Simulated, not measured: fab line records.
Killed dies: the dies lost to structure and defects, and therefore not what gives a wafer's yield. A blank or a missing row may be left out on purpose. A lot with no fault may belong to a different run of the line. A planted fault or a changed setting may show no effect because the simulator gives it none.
Chamber matching -- flow nand-harc -- NHARC_A_WL_FILL_ALD_00 on ald-hk-04 has 4 sister chambers
The step deposits Al2O3, target thk 3 nm, pulse time 3 s, ald cycles 30. 8 wafers are shown with their chamber, then 7 later ones without.

== WAFERS PAIRED WITH THEIR CHAMBERS ==
wafer,chamber,heater-power-w (W),precursor-pulse-height-rel
L080.6,2,414,0.971
L083.1,2,415,0.990
L083.2,0,412,1.006
L085.2,3,574,0.984
L085.3,0,405,0.986
L085.6,1,555,0.998
L090.3,1,567,1.013
L090.5,3,584,1.008

== WAFERS WHOSE CHAMBER IS MISSING ==
wafer,heater-power-w (W),precursor-pulse-height-rel
L090.6,420,1.005
L097.1,567,0.993
L097.3,564,1.014
L097.6,562,1.011
L096.1,580,0.994
L096.2,414,1.036
L096.4,552,0.963

== THE CHAMBER EACH PASSED THROUGH ==
wafer,from the rows above,in truth
L090.6,can't be placed: 2 or 0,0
L097.1,can't be placed: 1 or 3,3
L097.3,1,1
L097.6,1,1
L096.1,3,3
L096.2,can't be placed: 0 or 2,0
L096.4,can't be placed: 1 or 3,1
Correct placement for 3 of the 7. Unplaceable from these rows: 4, with the true chamber sitting among the candidates in 4. Placed wrongly: 0.
How it was worked out, from the rows above alone: a wafer's distance from a chamber is the root of the sum, over the readings, of the square of ((its reading less the chamber's mean) divided by the reading's scatter). If the next closest chamber is less than 2 further off than the closest, the wafer can't be placed; otherwise it belongs to the closest. A chamber's mean is the mean of its shown wafers. The scatter is the square root of a quotient: the sum, over the shown wafers, of each reading's squared deviation from its chamber's mean, divided by wafers minus chambers.
